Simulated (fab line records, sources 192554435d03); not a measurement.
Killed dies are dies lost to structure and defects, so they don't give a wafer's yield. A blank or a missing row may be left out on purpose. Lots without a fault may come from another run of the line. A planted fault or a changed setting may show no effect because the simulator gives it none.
Split-lot experiment | flow n5_finfet | 7 lots, 21 wafers read, on a route of 1938 steps

THE SPLIT
At N5_SD_EPI_N_PEB_07 (peb time 60 s), the setting peb_temp_c was moved away from the recipe's 110 C on 6 of the 21 wafers read, by -2.1% to +2.1%. The other wafers ran this setting at the recipe's value.

FROM THE SPLIT TO THE READING: what the file shows between them, 1 step
- N5_SD_EPI_N_DEVELOP_08: develop time 30 s

THE READING
cd_nm, in nm, at N5_SD_EPI_N_CD_MEAS_09 (target cd 120 nm). Fault-free wafers of this fab line usually give 120.5 nm, standard deviation 1.1 nm.

wafer  | tool, chamber at the split | peb_temp_c as run, C | against the recipe | cd_nm, nm | against lot-mates on the recipe
L076.3 | litho_track-03, 0          | 110                  | recipe             | 119.4     | -
L076.5 | litho_track-03, 0          | 110                  | recipe             | 120.4     | -
L076.6 | litho_track-03, 0          | 111.1                | +1.0%              | 121.8     | +1.9
L078.1 | litho_track-05, 0          | 111.3                | +1.2%              | 123.9     | +4.6
L078.3 | litho_track-05, 0          | 111.3                | +1.2%              | 124.9     | +5.6
L078.6 | litho_track-05, 0          | 110                  | recipe             | 119.3     | -
L079.2 | litho_track-03, 0          | 110                  | recipe             | 120.0     | -
L079.5 | litho_track-03, 0          | 110                  | recipe             | 118.6     | -
L079.6 | litho_track-03, 0          | 110                  | recipe             | 119.2     | -
L080.1 | litho_track-03, 0          | 110                  | recipe             | 119.4     | -
L080.3 | litho_track-03, 0          | 107.7                | -2.1%              | 112.2     | -7.6
L080.4 | litho_track-03, 0          | 110                  | recipe             | 120.3     | -
L083.3 | litho_track-04, 0          | 110                  | recipe             | 119.9     | -
L083.4 | litho_track-04, 0          | 110                  | recipe             | 120.4     | -
L083.6 | litho_track-04, 0          | 110                  | recipe             | 121.6     | -
L085.3 | litho_track-04, 0          | 112.3                | +2.1%              | 127.1     | +4.7
L085.5 | litho_track-04, 0          | 112.3                | +2.1%              | 125.7     | +3.3
L085.6 | litho_track-04, 0          | 110                  | recipe             | 122.4     | -
L087.2 | litho_track-04, 0          | 110                  | recipe             | 121.2     | -
L087.4 | litho_track-04, 0          | 110                  | recipe             | 121.5     | -
L087.5 | litho_track-04, 0          | 110                  | recipe             | 120.4     | -

THE FIT
A straight line over all 21 wafers: cd_nm changes by +3.24 nm for each +1% of peb_temp_c; r = +0.94; the points scatter about the line by 1.1 nm.
The same after taking each lot's own level away (the mean of its wafers on the recipe; 21 wafers): +2.8 nm for each +1%; r = +0.92; scatter 1.1 nm.
On that fit, the largest move of peb_temp_c shifts the reading by 5.9 nm.
The lots' own levels span 119.27 to 122.40 nm, that is 2.8 times the standard deviation above.
So the lot-to-lot level changes the slope: the two fits differ.
Check: with one of the wafers moved furthest among these (+2.1%) left out of the fit, the line predicts +6.1 nm for it against its lot-mates. It came out at +4.7 nm against them.

OTHER SPLITS ON THESE WAFERS
These wafers also went through other splits before the reading. Each is held against what the fit with the lots' levels taken away leaves over:
other split on the same wafers            | wafers away from the commonest value | r with cd_nm (lot level and that fit taken away)
N5_PMOS_HMC_CHANNEL_EPI_PEB_07 peb_temp_c | 9                                    | -0.09
N5_PMOS_HMC_CHANNEL_EPI_DESCUM_14 time_s  | 5                                    | +0.11
N5_FIN_SAQP_ETCH_52 source_w              | 4                                    | +0.24
N5_DUMMY_GATE_COAT_28 spin_rpm            | 4                                    | -0.22
N5_DUMMY_GATE_EXPOSE_12 dose_mj           | 6                                    | -0.47
N5_SD_EPI_N_COAT_32 spin_rpm              | 6                                    | -0.47

THE WHOLE CHAIN: every reading that the file lists as answering this split, in the file's order
step                    | what it does                                                | reading                                                         | change (the file's fit)              | r (the file's)
N5_SD_EPI_N_CD_MEAS_09  | target cd 120 nm                                            | cd_nm                                                           | +2.91 nm for each +1% of the setting | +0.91
N5_SD_EPI_N_DESCUM_14   | chemistry O2, time 7.9 s                                    | SD_EPI_N.cd_nm (the simulator's own value, which no gauge read) | +2.83 nm for each +1% of the setting | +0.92
N5_SD_EPI_N_ETCH_34     | etches SiARC in CF4, target depth 45.5 nm, time 75.8 s      | SD_EPI_N.cd_nm (the simulator's own value, which no gauge read) | +2.74 nm for each +1% of the setting | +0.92
N5_SD_EPI_N_ETCH_35     | etches SOC in N2/H2, overetch 108 nm, time 486 s            | SD_EPI_N.cd_nm (the simulator's own value, which no gauge read) | +3.77 nm for each +1% of the setting | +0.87
N5_SD_EPI_N_ETCHBACK_44 | etches SiNx in CH3F/O2, stops on SiO2, target depth 14.5 nm | SD_EPI_N.cd_nm (the simulator's own value, which no gauge read) | +3.86 nm for each +1% of the setting | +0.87

THE FILE'S OWN FIT
cd_nm changes by +2.91 nm for each +1% of peb_temp_c, r = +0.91.
